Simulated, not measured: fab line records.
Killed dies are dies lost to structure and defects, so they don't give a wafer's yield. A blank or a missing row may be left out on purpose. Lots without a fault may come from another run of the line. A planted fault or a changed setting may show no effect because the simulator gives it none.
fab line records :: flow n5-finfet
record
  lots=14
  wafers=37
  last-day=18
route steps=1938 shown START@1 ZERO_LAYER@4 WELL_APT@45
lots that met no fault: from a run of the same line without faults
start-h: hours from the record's first day to the start of the lot's first wafer shown :: wait-h: hours elapsed since this lot's preceding step :: " repeats the value in the row above :: L1.1+2: a single row standing in for several wafers :: - no value, or no start was given :: * or withheld: withheld :: < > ~ a bound
route shown NAME@n: names a module that has steps shown in the file, with the first one's number in the route :: usual: mean/standard deviation taken from wafers without a fault :: same: alike in all rows :: chamber/n: place in a boat :: sites: per-site readings :: _std_site: the values' standard deviation :: _edge_site: inner sites' mean taken away from outer sites' mean :: radius-mm: for every site, how far away it sits from the centre of the wafer :: mask NAME#n: copy n :: behind: tool/chamber where the wafer was last shaped :: hold: what put the lot on hold/how long, in hours/how the hold closed :: device: names the non-switching transistor (n, p or np) :: end of line: the tests these same wafers got at the end of their route :: a step with no rows: only its recipe :: killed: count of dies lost to structure and defects at first sort (not the wafer's yield) :: map: the dies of a wafer, with x for killed, . for not killed, _ for no die there
set.NAME: the run value of the setting; set.NAME@STEP: its run value at that earlier step :: model.NAME: the simulator's own value behind a step, which no gauge read
route steps across a sampled set of lots; one table per step, one row per wafer
services: when a tool's chamber went out of use (start-h, in hours from the record's first day, below 0 if earlier), for how many hours, and the reason
## steps
# step N5_START_INSPECT_01
# recipe
  inspect-instrument=unpatterned-scan
  mode=incoming
# usual
  raw-defect-count=5.7/2.6
lot.wafer: L351.1
tool: defect-inspect-02
chamber: -
start-h: 12.03
wait-h: -
raw-defect-count: 7

lot.wafer: L351.2
tool: defect-inspect-02
chamber: -
start-h: 12.03
wait-h: -
raw-defect-count: 8

lot.wafer: L351.3
tool: defect-inspect-02
chamber: -
start-h: 12.03
wait-h: -
raw-defect-count: 2

lot.wafer: L352.1
tool: defect-inspect-01
chamber: -
start-h: 18.03
wait-h: -
raw-defect-count: 4

lot.wafer: L352.4
tool: defect-inspect-01
chamber: -
start-h: 18.03
wait-h: -
raw-defect-count: 6

lot.wafer: L352.6
tool: defect-inspect-01
chamber: -
start-h: 18.03
wait-h: -
raw-defect-count: 4

lot.wafer: L353.3
tool: defect-inspect-01
chamber: -
start-h: 24.03
wait-h: -
raw-defect-count: 9

lot.wafer: L353.4
tool: defect-inspect-01
chamber: -
start-h: 24.03
wait-h: -
raw-defect-count: 4

lot.wafer: L353.5
tool: defect-inspect-01
chamber: -
start-h: 24.03
wait-h: -
raw-defect-count: 4

lot.wafer: L354.5
tool: defect-inspect-01
chamber: -
start-h: 30.04
wait-h: -
raw-defect-count: 7

lot.wafer: L354.6
tool: defect-inspect-01
chamber: -
start-h: 30.04
wait-h: -
raw-defect-count: 5

lot.wafer: L355.2
tool: defect-inspect-02
chamber: -
start-h: 36.03
wait-h: -
raw-defect-count: 5

lot.wafer: L355.4
tool: defect-inspect-02
chamber: -
start-h: 36.03
wait-h: -
raw-defect-count: 4

lot.wafer: L355.5
tool: defect-inspect-02
chamber: -
start-h: 36.03
wait-h: -
raw-defect-count: 5

lot.wafer: L357.2
tool: defect-inspect-02
chamber: -
start-h: 48.03
wait-h: -
raw-defect-count: 0

lot.wafer: L357.5
tool: defect-inspect-02
chamber: -
start-h: 48.03
wait-h: -
raw-defect-count: 2

lot.wafer: L358.2
tool: defect-inspect-01
chamber: -
start-h: 54.03
wait-h: -
raw-defect-count: 7

lot.wafer: L358.3
tool: defect-inspect-01
chamber: -
start-h: 54.03
wait-h: -
raw-defect-count: 9

lot.wafer: L360.3
tool: defect-inspect-01
chamber: -
start-h: 66.03
wait-h: -
raw-defect-count: 4

lot.wafer: L360.4
tool: defect-inspect-01
chamber: -
start-h: 66.03
wait-h: -
raw-defect-count: 5

lot.wafer: L361.1
tool: defect-inspect-02
chamber: -
start-h: 72.03
wait-h: -
raw-defect-count: 7

lot.wafer: L361.4
tool: defect-inspect-02
chamber: -
start-h: 72.03
wait-h: -
raw-defect-count: 10

lot.wafer: L361.6
tool: defect-inspect-02
chamber: -
start-h: 72.03
wait-h: -
raw-defect-count: 4

lot.wafer: L364.2
tool: defect-inspect-02
chamber: -
start-h: 90.03
wait-h: -
raw-defect-count: 8

lot.wafer: L364.4
tool: defect-inspect-02
chamber: -
start-h: 90.03
wait-h: -
raw-defect-count: 2

lot.wafer: L365.3
tool: defect-inspect-02
chamber: -
start-h: 96.03
wait-h: -
raw-defect-count: 9

lot.wafer: L365.4
tool: defect-inspect-02
chamber: -
start-h: 96.03
wait-h: -
raw-defect-count: 4

lot.wafer: L365.5
tool: defect-inspect-02
chamber: -
start-h: 96.03
wait-h: -
raw-defect-count: 4

lot.wafer: L368.1
tool: defect-inspect-01
chamber: -
start-h: 114.03
wait-h: -
raw-defect-count: 10

lot.wafer: L368.5
tool: defect-inspect-01
chamber: -
start-h: 114.03
wait-h: -
raw-defect-count: 5

lot.wafer: L368.6
tool: defect-inspect-01
chamber: -
start-h: 114.03
wait-h: -
raw-defect-count: 5

lot.wafer: L372.1
tool: defect-inspect-01
chamber: -
start-h: 138.03
wait-h: -
raw-defect-count: 2

lot.wafer: L372.4
tool: defect-inspect-01
chamber: -
start-h: 138.03
wait-h: -
raw-defect-count: 9

lot.wafer: L372.6
tool: defect-inspect-01
chamber: -
start-h: 138.03
wait-h: -
raw-defect-count: 7

lot.wafer: L373.1
tool: defect-inspect-02
chamber: -
start-h: 144.03
wait-h: -
raw-defect-count: 3

lot.wafer: L373.4
tool: defect-inspect-02
chamber: -
start-h: 144.03
wait-h: -
raw-defect-count: 4

lot.wafer: L373.6
tool: defect-inspect-02
chamber: -
start-h: 144.03
wait-h: -
raw-defect-count: 10
# step N5_ZERO_LAYER_PECVD_02
# recipe
  material=SiO2
  target-thk-a=100
  temp-c=400
  precursor=SiH4/N2O
  pressure-torr=0.75
  rf-w=275
  time-s=6
# usual
  heater-power-w=798/120
  showerhead-plenum-p-Torr=8.26/0.19
lot.wafer: L351.1
tool: pecvd-04
chamber: 0
start-h: 12.30
wait-h: 0.0
heater-power-w: 854
showerhead-plenum-p-Torr: 8.33

lot.wafer: L351.2
tool: pecvd-04
chamber: 2
start-h: 12.30
wait-h: 0.0
heater-power-w: 1032
showerhead-plenum-p-Torr: 8.55

lot.wafer: L351.3
tool: pecvd-04
chamber: 1
start-h: 12.30
wait-h: 0.0
heater-power-w: 921
showerhead-plenum-p-Torr: 8.18

lot.wafer: L352.1
tool: pecvd-04
chamber: 2
start-h: 18.28
wait-h: 0.0
heater-power-w: 1045
showerhead-plenum-p-Torr: 8.57

lot.wafer: L352.4
tool: pecvd-04
chamber: 1
start-h: 18.28
wait-h: 0.0
heater-power-w: 1008
showerhead-plenum-p-Torr: 8.18

lot.wafer: L352.6
tool: pecvd-04
chamber: 0
start-h: 18.28
wait-h: 0.0
heater-power-w: 726
showerhead-plenum-p-Torr: 8.34

lot.wafer: L353.3
tool: pecvd-04
chamber: 1
start-h: 24.31
wait-h: 0.0
heater-power-w: 975
showerhead-plenum-p-Torr: 8.18

lot.wafer: L353.4
tool: pecvd-04
chamber: 2
start-h: 24.31
wait-h: 0.0
heater-power-w: 1006
showerhead-plenum-p-Torr: 8.57

lot.wafer: L353.5
tool: pecvd-04
chamber: 1
start-h: 24.31
wait-h: 0.0
heater-power-w: 975
showerhead-plenum-p-Torr: 8.20

lot.wafer: L354.5
tool: pecvd-02
chamber: 0
start-h: 30.31
wait-h: 0.1
heater-power-w: 670
showerhead-plenum-p-Torr: 8.29

lot.wafer: L354.6
tool: pecvd-02
chamber: 2
start-h: 30.31
wait-h: 0.1
heater-power-w: 701
showerhead-plenum-p-Torr: 7.86

lot.wafer: L355.2
tool: pecvd-01
chamber: 0
start-h: 36.30
wait-h: 0.0
heater-power-w: 883
showerhead-plenum-p-Torr: 8.32

lot.wafer: L355.4
tool: pecvd-01
chamber: 0
start-h: 36.30
wait-h: 0.0
heater-power-w: 890
showerhead-plenum-p-Torr: 8.36

lot.wafer: L355.5
tool: pecvd-01
chamber: 1
start-h: 36.30
wait-h: 0.0
heater-power-w: 653
showerhead-plenum-p-Torr: 8.09

lot.wafer: L357.2
tool: pecvd-04
chamber: 0
start-h: 48.28
wait-h: 0.0
heater-power-w: 750
showerhead-plenum-p-Torr: 8.33

lot.wafer: L357.5
tool: pecvd-04
chamber: 0
start-h: 48.28
wait-h: 0.0
heater-power-w: 743
showerhead-plenum-p-Torr: 8.34

lot.wafer: L358.2
tool: pecvd-04
chamber: 2
start-h: 54.30
wait-h: 0.0
heater-power-w: 1032
showerhead-plenum-p-Torr: 8.56

lot.wafer: L358.3
tool: pecvd-04
chamber: 0
start-h: 54.30
wait-h: 0.0
heater-power-w: 815
showerhead-plenum-p-Torr: 8.33

lot.wafer: L360.3
tool: pecvd-01
chamber: 2
start-h: 66.31
wait-h: 0.1
heater-power-w: 731
showerhead-plenum-p-Torr: 8.24

lot.wafer: L360.4
tool: pecvd-01
chamber: 0
start-h: 66.31
wait-h: 0.1
heater-power-w: 921
showerhead-plenum-p-Torr: 8.33

lot.wafer: L361.1
tool: pecvd-01
chamber: 0
start-h: 72.33
wait-h: 0.1
heater-power-w: 868
showerhead-plenum-p-Torr: 8.36

lot.wafer: L361.4
tool: pecvd-01
chamber: 1
start-h: 72.33
wait-h: 0.1
heater-power-w: 680
showerhead-plenum-p-Torr: 8.11

lot.wafer: L361.6
tool: pecvd-01
chamber: 0
start-h: 72.33
wait-h: 0.1
heater-power-w: 875
showerhead-plenum-p-Torr: 8.34

lot.wafer: L364.2
tool: pecvd-01
chamber: 0
start-h: 90.28
wait-h: 0.0
heater-power-w: 910
showerhead-plenum-p-Torr: 8.35

lot.wafer: L364.4
tool: pecvd-01
chamber: 0
start-h: 90.28
wait-h: 0.0
heater-power-w: 949
showerhead-plenum-p-Torr: 8.37

lot.wafer: L365.3
tool: pecvd-02
chamber: 1
start-h: 96.28
wait-h: 0.0
heater-power-w: 797
showerhead-plenum-p-Torr: 8.37

lot.wafer: L365.4
tool: pecvd-02
chamber: 2
start-h: 96.28
wait-h: 0.0
heater-power-w: 674
showerhead-plenum-p-Torr: 7.88

lot.wafer: L365.5
tool: pecvd-02
chamber: 0
start-h: 96.28
wait-h: 0.0
heater-power-w: 705
showerhead-plenum-p-Torr: 8.30

lot.wafer: L368.1
tool: pecvd-02
chamber: 2
start-h: 114.28
wait-h: 0.0
heater-power-w: 692
showerhead-plenum-p-Torr: 7.88

lot.wafer: L368.5
tool: pecvd-02
chamber: 1
start-h: 114.28
wait-h: 0.0
heater-power-w: 760
showerhead-plenum-p-Torr: 8.34

lot.wafer: L368.6
tool: pecvd-02
chamber: 2
start-h: 114.28
wait-h: 0.0
heater-power-w: 689
showerhead-plenum-p-Torr: 7.86

lot.wafer: L372.1
tool: pecvd-04
chamber: 2
start-h: 138.28
wait-h: 0.0
heater-power-w: 1087
showerhead-plenum-p-Torr: 8.57

lot.wafer: L372.4
tool: pecvd-04
chamber: 1
start-h: 138.28
wait-h: 0.0
heater-power-w: 903
showerhead-plenum-p-Torr: 8.20

lot.wafer: L372.6
tool: pecvd-04
chamber: 0
start-h: 138.28
wait-h: 0.0
heater-power-w: 844
showerhead-plenum-p-Torr: 8.33

lot.wafer: L373.1
tool: pecvd-01
chamber: 0
start-h: 144.28
wait-h: 0.0
heater-power-w: 827
showerhead-plenum-p-Torr: 8.35

lot.wafer: L373.4
tool: pecvd-01
chamber: 2
start-h: 144.28
wait-h: 0.0
heater-power-w: 779
showerhead-plenum-p-Torr: 8.23

lot.wafer: L373.6
tool: pecvd-01
chamber: 1
start-h: 144.28
wait-h: 0.0
heater-power-w: 656
showerhead-plenum-p-Torr: 8.09
# step N5_WELL_APT_INSPECT_27
# recipe
  mode=adi
  inspect-instrument=macro
# usual
  raw-defect-count=2.3/1.3
lot.wafer: L351.1
tool: defect-inspect-02
chamber: -
start-h: 14.88
wait-h: 0.0
raw-defect-count: 2

lot.wafer: L351.2
tool: defect-inspect-02
chamber: -
start-h: 14.88
wait-h: 0.0
raw-defect-count: 1

lot.wafer: L351.3
tool: defect-inspect-02
chamber: -
start-h: 14.88
wait-h: 0.0
raw-defect-count: 3

lot.wafer: L352.1
tool: defect-inspect-01
chamber: -
start-h: 20.87
wait-h: 0.0
raw-defect-count: 4

lot.wafer: L352.4
tool: defect-inspect-01
chamber: -
start-h: 20.87
wait-h: 0.0
raw-defect-count: 3

lot.wafer: L352.6
tool: defect-inspect-01
chamber: -
start-h: 20.87
wait-h: 0.0
raw-defect-count: 4

lot.wafer: L353.3
tool: defect-inspect-02
chamber: -
start-h: 27.35
wait-h: 0.0
raw-defect-count: 0

lot.wafer: L353.4
tool: defect-inspect-02
chamber: -
start-h: 27.35
wait-h: 0.0
raw-defect-count: 2

lot.wafer: L353.5
tool: defect-inspect-02
chamber: -
start-h: 27.35
wait-h: 0.0
raw-defect-count: 4

lot.wafer: L354.5
tool: defect-inspect-02
chamber: -
start-h: 33.62
wait-h: 0.0
raw-defect-count: 2

lot.wafer: L354.6
tool: defect-inspect-02
chamber: -
start-h: 33.62
wait-h: 0.0
raw-defect-count: 1

lot.wafer: L355.2
tool: defect-inspect-02
chamber: -
start-h: 39.49
wait-h: 0.0
raw-defect-count: 2

lot.wafer: L355.4
tool: defect-inspect-02
chamber: -
start-h: 39.49
wait-h: 0.0
raw-defect-count: 3

lot.wafer: L355.5
tool: defect-inspect-02
chamber: -
start-h: 39.49
wait-h: 0.0
raw-defect-count: 2

lot.wafer: L357.2
tool: defect-inspect-01
chamber: -
start-h: 50.90
wait-h: 0.0
raw-defect-count: 3

lot.wafer: L357.5
tool: defect-inspect-01
chamber: -
start-h: 50.90
wait-h: 0.0
raw-defect-count: 3

lot.wafer: L358.2
tool: defect-inspect-01
chamber: -
start-h: 57.05
wait-h: 0.0
raw-defect-count: 4

lot.wafer: L358.3
tool: defect-inspect-01
chamber: -
start-h: 57.05
wait-h: 0.0
raw-defect-count: 1

lot.wafer: L360.3
tool: defect-inspect-01
chamber: -
start-h: 69.01
wait-h: 0.0
raw-defect-count: 2

lot.wafer: L360.4
tool: defect-inspect-01
chamber: -
start-h: 69.01
wait-h: 0.0
raw-defect-count: 5

lot.wafer: L361.1
tool: defect-inspect-01
chamber: -
start-h: 75.25
wait-h: 0.0
raw-defect-count: 4

lot.wafer: L361.4
tool: defect-inspect-01
chamber: -
start-h: 75.25
wait-h: 0.0
raw-defect-count: 3

lot.wafer: L361.6
tool: defect-inspect-01
chamber: -
start-h: 75.25
wait-h: 0.0
raw-defect-count: 4

lot.wafer: L364.2
tool: defect-inspect-01
chamber: -
start-h: 92.98
wait-h: 0.0
raw-defect-count: 2

lot.wafer: L364.4
tool: defect-inspect-01
chamber: -
start-h: 92.98
wait-h: 0.0
raw-defect-count: 0

lot.wafer: L365.3
tool: defect-inspect-01
chamber: -
start-h: 100.23
wait-h: 0.0
raw-defect-count: 2

lot.wafer: L365.4
tool: defect-inspect-01
chamber: -
start-h: 100.23
wait-h: 0.0
raw-defect-count: 2

lot.wafer: L365.5
tool: defect-inspect-01
chamber: -
start-h: 100.23
wait-h: 0.0
raw-defect-count: 3

lot.wafer: L368.1
tool: defect-inspect-02
chamber: -
start-h: 117.70
wait-h: 0.0
raw-defect-count: 1

lot.wafer: L368.5
tool: defect-inspect-02
chamber: -
start-h: 117.70
wait-h: 0.0
raw-defect-count: 4

lot.wafer: L368.6
tool: defect-inspect-02
chamber: -
start-h: 117.70
wait-h: 0.0
raw-defect-count: 0

lot.wafer: L372.1
tool: defect-inspect-01
chamber: -
start-h: 140.75
wait-h: 0.0
raw-defect-count: 1

lot.wafer: L372.4
tool: defect-inspect-01
chamber: -
start-h: 140.75
wait-h: 0.0
raw-defect-count: 2

lot.wafer: L372.6
tool: defect-inspect-01
chamber: -
start-h: 140.75
wait-h: 0.0
raw-defect-count: 0

lot.wafer: L373.1
tool: defect-inspect-01
chamber: -
start-h: 147.83
wait-h: 0.0
raw-defect-count: 2

lot.wafer: L373.4
tool: defect-inspect-01
chamber: -
start-h: 147.83
wait-h: 0.0
raw-defect-count: 1

lot.wafer: L373.6
tool: defect-inspect-01
chamber: -
start-h: 147.83
wait-h: 0.0
raw-defect-count: 3
# step N5_WELL_APT_IMPLANT_31
# recipe
  species=B
  energy-kev=60
  dose-cm2=1.5e+13
  tilt-deg=0
  rotation-deg=0
# usual
  dose-ions-cm2=1.4998e+13/1.6e+10
  end-station-pressure-torr=5.17e-06/3e-07
  faraday-current-uA=191/3.9
lot.wafer: L351.1
tool: implanter-01
chamber: 0
start-h: 15.20
wait-h: 0.1
dose-ions-cm2: 1.499e+13
end-station-pressure-torr: 4.8e-06
faraday-current-uA: 183

lot.wafer: L351.2
tool: implanter-01
chamber: 0
start-h: 15.20
wait-h: 0.1
dose-ions-cm2: 1.5038e+13
end-station-pressure-torr: 5.53e-06
faraday-current-uA: 190

lot.wafer: L351.3
tool: implanter-01
chamber: 0
start-h: 15.20
wait-h: 0.1
dose-ions-cm2: 1.501e+13
end-station-pressure-torr: 5.61e-06
faraday-current-uA: 185

lot.wafer: L352.1
tool: implanter-01
chamber: 0
start-h: 21.01
wait-h: 0.1
dose-ions-cm2: 1.5024e+13
end-station-pressure-torr: 5.14e-06
faraday-current-uA: 191

lot.wafer: L352.4
tool: implanter-01
chamber: 0
start-h: 21.01
wait-h: 0.1
dose-ions-cm2: 1.4992e+13
end-station-pressure-torr: 5.26e-06
faraday-current-uA: 188

lot.wafer: L352.6
tool: implanter-01
chamber: 0
start-h: 21.01
wait-h: 0.1
dose-ions-cm2: 1.4977e+13
end-station-pressure-torr: 4.82e-06
faraday-current-uA: 189

lot.wafer: L353.3
tool: implanter-02
chamber: 0
start-h: 27.54
wait-h: 0.1
dose-ions-cm2: 1.5033e+13
end-station-pressure-torr: 5.82e-06
faraday-current-uA: 190

lot.wafer: L353.4
tool: implanter-02
chamber: 0
start-h: 27.54
wait-h: 0.1
dose-ions-cm2: 1.4993e+13
end-station-pressure-torr: 5.37e-06
faraday-current-uA: 197

lot.wafer: L353.5
tool: implanter-02
chamber: 0
start-h: 27.54
wait-h: 0.1
dose-ions-cm2: 1.5023e+13
end-station-pressure-torr: 5.89e-06
faraday-current-uA: 193

lot.wafer: L354.5
tool: implanter-02
chamber: 0
start-h: 33.93
wait-h: 0.2
dose-ions-cm2: 1.4995e+13
end-station-pressure-torr: 5.42e-06
faraday-current-uA: 196

lot.wafer: L354.6
tool: implanter-02
chamber: 0
start-h: 33.93
wait-h: 0.2
dose-ions-cm2: 1.5e+13
end-station-pressure-torr: 4.97e-06
faraday-current-uA: 192

lot.wafer: L355.2
tool: implanter-01
chamber: 0
start-h: 39.65
wait-h: 0.1
dose-ions-cm2: 1.4997e+13
end-station-pressure-torr: 5.16e-06
faraday-current-uA: 183

lot.wafer: L355.4
tool: implanter-01
chamber: 0
start-h: 39.65
wait-h: 0.1
dose-ions-cm2: 1.5026e+13
end-station-pressure-torr: 5.53e-06
faraday-current-uA: 188

lot.wafer: L355.5
tool: implanter-01
chamber: 0
start-h: 39.65
wait-h: 0.1
dose-ions-cm2: 1.5008e+13
end-station-pressure-torr: 4.99e-06
faraday-current-uA: 190

lot.wafer: L357.2
tool: implanter-01
chamber: 0
start-h: 51.06
wait-h: 0.1
dose-ions-cm2: 1.5018e+13
end-station-pressure-torr: 5.2e-06
faraday-current-uA: 194

lot.wafer: L357.5
tool: implanter-01
chamber: 0
start-h: 51.06
wait-h: 0.1
dose-ions-cm2: 1.4958e+13
end-station-pressure-torr: 4.85e-06
faraday-current-uA: 184

lot.wafer: L358.2
tool: implanter-01
chamber: 0
start-h: 57.22
wait-h: 0.1
dose-ions-cm2: 1.5011e+13
end-station-pressure-torr: 5.2e-06
faraday-current-uA: 186

lot.wafer: L358.3
tool: implanter-01
chamber: 0
start-h: 57.22
wait-h: 0.1
dose-ions-cm2: 1.5002e+13
end-station-pressure-torr: 5.53e-06
faraday-current-uA: 190

lot.wafer: L360.3
tool: implanter-01
chamber: 0
start-h: 69.35
wait-h: 0.1
dose-ions-cm2: 1.5013e+13
end-station-pressure-torr: 5.17e-06
faraday-current-uA: 183

lot.wafer: L360.4
tool: implanter-01
chamber: 0
start-h: 69.35
wait-h: 0.1
dose-ions-cm2: 1.5009e+13
end-station-pressure-torr: 4.62e-06
faraday-current-uA: 192

lot.wafer: L361.1
tool: implanter-01
chamber: 0
start-h: 75.39
wait-h: 0.1
dose-ions-cm2: 1.5012e+13
end-station-pressure-torr: 4.85e-06
faraday-current-uA: 190

lot.wafer: L361.4
tool: implanter-01
chamber: 0
start-h: 75.39
wait-h: 0.1
dose-ions-cm2: 1.5e+13
end-station-pressure-torr: 5.11e-06
faraday-current-uA: 190

lot.wafer: L361.6
tool: implanter-01
chamber: 0
start-h: 75.39
wait-h: 0.1
dose-ions-cm2: 1.4993e+13
end-station-pressure-torr: 4.57e-06
faraday-current-uA: 191

lot.wafer: L364.2
tool: implanter-02
chamber: 0
start-h: 93.14
wait-h: 0.1
dose-ions-cm2: 1.4981e+13
end-station-pressure-torr: 4.93e-06
faraday-current-uA: 192

lot.wafer: L364.4
tool: implanter-02
chamber: 0
start-h: 93.14
wait-h: 0.1
dose-ions-cm2: 1.5e+13
end-station-pressure-torr: 5.42e-06
faraday-current-uA: 191

lot.wafer: L365.3
tool: implanter-02
chamber: 0
start-h: 101.04
wait-h: 0.1
dose-ions-cm2: 1.4973e+13
end-station-pressure-torr: 5.2e-06
faraday-current-uA: 182

lot.wafer: L365.4
tool: implanter-02
chamber: 0
start-h: 101.04
wait-h: 0.1
dose-ions-cm2: 1.4968e+13
end-station-pressure-torr: 5.7e-06
faraday-current-uA: 191

lot.wafer: L365.5
tool: implanter-02
chamber: 0
start-h: 101.04
wait-h: 0.1
dose-ions-cm2: 1.4985e+13
end-station-pressure-torr: 4.87e-06
faraday-current-uA: 188

lot.wafer: L368.1
tool: implanter-02
chamber: 0
start-h: 117.90
wait-h: 0.1
dose-ions-cm2: 8.731e+12
end-station-pressure-torr: 4.95e-06
faraday-current-uA: 112

lot.wafer: L368.5
tool: implanter-02
chamber: 0
start-h: 117.90
wait-h: 0.1
dose-ions-cm2: 8.722e+12
end-station-pressure-torr: 4.9e-06
faraday-current-uA: 113

lot.wafer: L368.6
tool: implanter-02
chamber: 0
start-h: 117.90
wait-h: 0.1
dose-ions-cm2: 8.736e+12
end-station-pressure-torr: 5.15e-06
faraday-current-uA: 113

lot.wafer: L372.1
tool: implanter-02
chamber: 0
start-h: 140.89
wait-h: 0.1
dose-ions-cm2: 8.706e+12
end-station-pressure-torr: 5.3e-06
faraday-current-uA: 114

lot.wafer: L372.4
tool: implanter-02
chamber: 0
start-h: 140.89
wait-h: 0.1
dose-ions-cm2: 8.728e+12
end-station-pressure-torr: 5.31e-06
faraday-current-uA: 114

lot.wafer: L372.6
tool: implanter-02
chamber: 0
start-h: 140.89
wait-h: 0.1
dose-ions-cm2: 8.699e+12
end-station-pressure-torr: 4.63e-06
faraday-current-uA: 107

lot.wafer: L373.1
tool: implanter-01
chamber: 0
start-h: 147.96
wait-h: 0.1
dose-ions-cm2: 1.4994e+13
end-station-pressure-torr: 5.64e-06
faraday-current-uA: 194

lot.wafer: L373.4
tool: implanter-01
chamber: 0
start-h: 147.96
wait-h: 0.1
dose-ions-cm2: 1.4978e+13
end-station-pressure-torr: 5.14e-06
faraday-current-uA: 198

lot.wafer: L373.6
tool: implanter-01
chamber: 0
start-h: 147.96
wait-h: 0.1
dose-ions-cm2: 1.4959e+13
end-station-pressure-torr: 5.16e-06
faraday-current-uA: 190
## services
tool: pecvd-02
chamber: 2
start-h: 10.13
hours: 2.1
kind: repair

tool: implanter-02
chamber: -
start-h: 20.43
hours: 3.4
kind: pm

tool: pecvd-01
chamber: 2
start-h: 25.39
hours: 2.1
kind: scheduled-down

tool: pecvd-02
chamber: 1
start-h: 27.15
hours: 2.1
kind: scheduled-down

tool: implanter-02
chamber: -
start-h: 53.55
hours: 4.0
kind: repair

tool: implanter-01
chamber: -
start-h: 59.65
hours: 1.6
kind: pm

tool: pecvd-01
chamber: 1
start-h: 62.97
hours: 5.5
kind: scheduled-down

tool: pecvd-02
chamber: -
start-h: 66.27
hours: 2.8
kind: pm

tool: implanter-01
chamber: -
start-h: 77.09
hours: 31.6
kind: repair

tool: implanter-02
chamber: -
start-h: 97.80
hours: 1.3
kind: repair

tool: pecvd-01
chamber: 1
start-h: 103.24
hours: 2.1
kind: scheduled-down

tool: pecvd-01
chamber: 0
start-h: 125.43
hours: 5.5
kind: scheduled-down

tool: pecvd-04
chamber: 2
start-h: 127.01
hours: 2.1
kind: scheduled-down

tool: pecvd-04
chamber: -
start-h: 139.50
hours: 0.5
kind: repair

tool: pecvd-02
chamber: -
start-h: 140.79
hours: 14.6
kind: pm
## key
first-sign
  step=N5_WELL_APT_IMPLANT_31
  reading=dose-ions-cm2
  direction=down
  sigmas=99+
  usual=1.4998e+13
  struck=8.721e+12
effect
  step=N5_WELL_APT_IMPLANT_31
  reading=faraday-current-uA
  direction=down
  sigmas=20
  usual=191
  struck=112
met-at N5_WELL_APT_IMPLANT_31
struck-lots L368,L372
tester-left-out L368,L372
not-acting-at N5_START_INSPECT_01,N5_ZERO_LAYER_PECVD_02,N5_WELL_APT_INSPECT_27
onset-between 101.04 117.90
fault
  kind=process-parameter-drift
  tool=implanter-02
  chamber=-
  onset-h=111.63
  steps=N5_WELL_APT_IMPLANT_31
  channel=dose-cm2
  offset=-6.2871e+12
  shape=step
  end-h=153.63
  acts-in=these-recipes-only
  stated=1.5e+13
# tester-left-out: of these lots the tester's yield and bins aren't shown, on N5 and GAA mostly nor the transistor test; their killed dies are dies lost to structure and defects alone, not to doping, threshold or leakage, so they don't give the yield
